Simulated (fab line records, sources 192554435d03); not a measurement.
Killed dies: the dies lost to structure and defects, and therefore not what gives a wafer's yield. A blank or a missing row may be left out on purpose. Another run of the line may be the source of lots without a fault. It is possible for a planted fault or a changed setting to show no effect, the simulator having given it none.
Chamber matching + flow n5 finfet + rie diel-05 running N5_BEOL_M2_STRIP_19: 4 sister chambers
The step strips in O2. 8 wafers are shown with their chamber, then 11 later ones without.

WAFERS PAIRED WITH THEIR CHAMBERS
| wafer  | chamber | showerhead plenum p Torr (Torr) | throttle valve pct (%) |
|--------|---------|---------------------------------|------------------------|
| L076.6 | 1       | 1.97                            | 16.85                  |
| L085.6 | 2       | 2.19                            | 16.71                  |
| L088.3 | 1       | 1.96                            | 16.87                  |
| L088.4 | 0       | 2.08                            | 17.16                  |
| L089.1 | 3       | 2.07                            | 16.75                  |
| L089.5 | 2       | 2.19                            | 16.71                  |
| L089.6 | 3       | 2.07                            | 16.74                  |
| L094.1 | 0       | 2.08                            | 17.17                  |

WAFERS MISSING THEIR CHAMBER
| wafer  | showerhead plenum p Torr (Torr) | throttle valve pct (%) |
|--------|---------------------------------|------------------------|
| L094.2 | 2.18                            | 16.74                  |
| L094.5 | 2.07                            | 16.78                  |
| L095.1 | 2.18                            | 16.73                  |
| L095.4 | 2.08                            | 17.18                  |
| L095.5 | 2.08                            | 17.18                  |
| L097.1 | 2.07                            | 16.79                  |
| L097.2 | 2.08                            | 17.21                  |
| L097.3 | 2.22                            | 16.45                  |
| L097.4 | 2.18                            | 16.74                  |
| L097.5 | 2.07                            | 16.78                  |
| L097.6 | 2.18                            | 16.75                  |

THE CHAMBER EACH PASSED THROUGH
| wafer  | from the rows above | in truth                   |
|--------|---------------------|----------------------------|
| L094.2 | 2                   | 2                          |
| L094.5 | 3                   | 3                          |
| L095.1 | 2                   | 2                          |
| L095.4 | 0                   | 0                          |
| L095.5 | 0                   | 0                          |
| L097.1 | 3                   | 3                          |
| L097.2 | 0                   | 0                          |
| L097.3 | 2                   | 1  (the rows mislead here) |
| L097.4 | 2                   | 2                          |
| L097.5 | 3                   | 3                          |
| L097.6 | 2                   | 2                          |
Placed correctly: 10 of 11. Not placeable from these rows: 0. 1 placed wrongly.
How it was worked out, from the rows above alone: a wafer's distance from a chamber is the root of the sum, over the readings, of the square of ((its reading less the chamber's mean) divided by the reading's scatter). If the next closest chamber is less than 2 further off than the closest, the wafer can't be placed; otherwise it belongs to the closest. Each chamber's mean is taken over the wafers shown for it. The scatter is the square root of a quotient: the sum, over the shown wafers, of each reading's squared deviation from its chamber's mean, divided by wafers minus chambers.
